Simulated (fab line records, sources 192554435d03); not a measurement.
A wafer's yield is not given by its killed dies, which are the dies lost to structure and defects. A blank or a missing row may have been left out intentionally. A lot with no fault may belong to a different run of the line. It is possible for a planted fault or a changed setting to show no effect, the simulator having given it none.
Matching of chambers	flow n5_finfet	rie_diel-03 running N5_MOL_CONTACT_COAG_ETCH_106: 3 sister chambers
The step etches SOC in N2/H2, target depth 80 nm, overetch 16 nm, time 120 s. 14 wafers are shown with their chamber, then 6 later ones without.

WAFERS, EACH WITH ITS CHAMBER
wafer	chamber	showerhead_plenum_p_Torr (Torr)	drypump_motor_current_A (A)	oes_product_au (a.u.)
L075.3	3	2.59	5.8	0.74
L075.4	2	2.41	5.8	0.64
L075.6	0	2.45	5.2	0.66
L076.1	3	2.58	5.8	0.73
L076.2	0	2.45	5.2	0.66
L076.5	2	2.41	5.9	0.64
L077.1	0	2.45	5.2	0.65
L077.3	2	2.41	5.8	0.64
L077.6	0	2.45	5.2	0.66
L078.1	3	2.58	5.8	0.73
L078.4	2	2.41	5.8	0.63
L078.5	3	2.58	5.8	0.72
L079.1	0	2.45	5.2	0.65
L079.3	2	2.40	5.8	0.64

SIGNATURES (means of the wafers above)
reading	chamber 0	chamber 2	chamber 3	scatter within a chamber
showerhead_plenum_p_Torr	2.4500	2.4080	2.5825	0.00375
drypump_motor_current_A	5.200	5.820	5.800	0.027
oes_product_au	0.6560	0.6380	0.7300	0.00603
Rule: for a wafer and a chamber, the distance is found by dividing, reading by reading, the gap between the wafer's reading and the chamber's mean by the reading's scatter, squaring, summing and taking the root. The wafer belongs to the nearest chamber; if the next one is less than 2 further off, it can't be placed. How the scatter is found: for the shown wafers, subtract from each reading the mean of its chamber, square and add these, divide the total by (wafers less chambers), then take the root.

WAFERS WHOSE CHAMBER IS MISSING
wafer	showerhead_plenum_p_Torr (Torr)	drypump_motor_current_A (A)	oes_product_au (a.u.)
L079.5	2.45	5.2	0.65
L091.1	2.43	5.2	0.63
L091.4	2.57	5.8	0.69
L091.5	2.72	5.9	0.87
L095.5	2.43	5.2	0.63
L095.6	2.57	5.8	0.68

WHICH CHAMBER EACH ONE RAN IN
wafer	from the rows above	in truth
L079.5	0	0
L091.1	0	0
L091.4	3	3
L091.5	3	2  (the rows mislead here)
L095.5	0	0
L095.6	3	3
Correct placement for 5 of the 6. Not placeable from these rows: 0. Wrongly placed: 1.
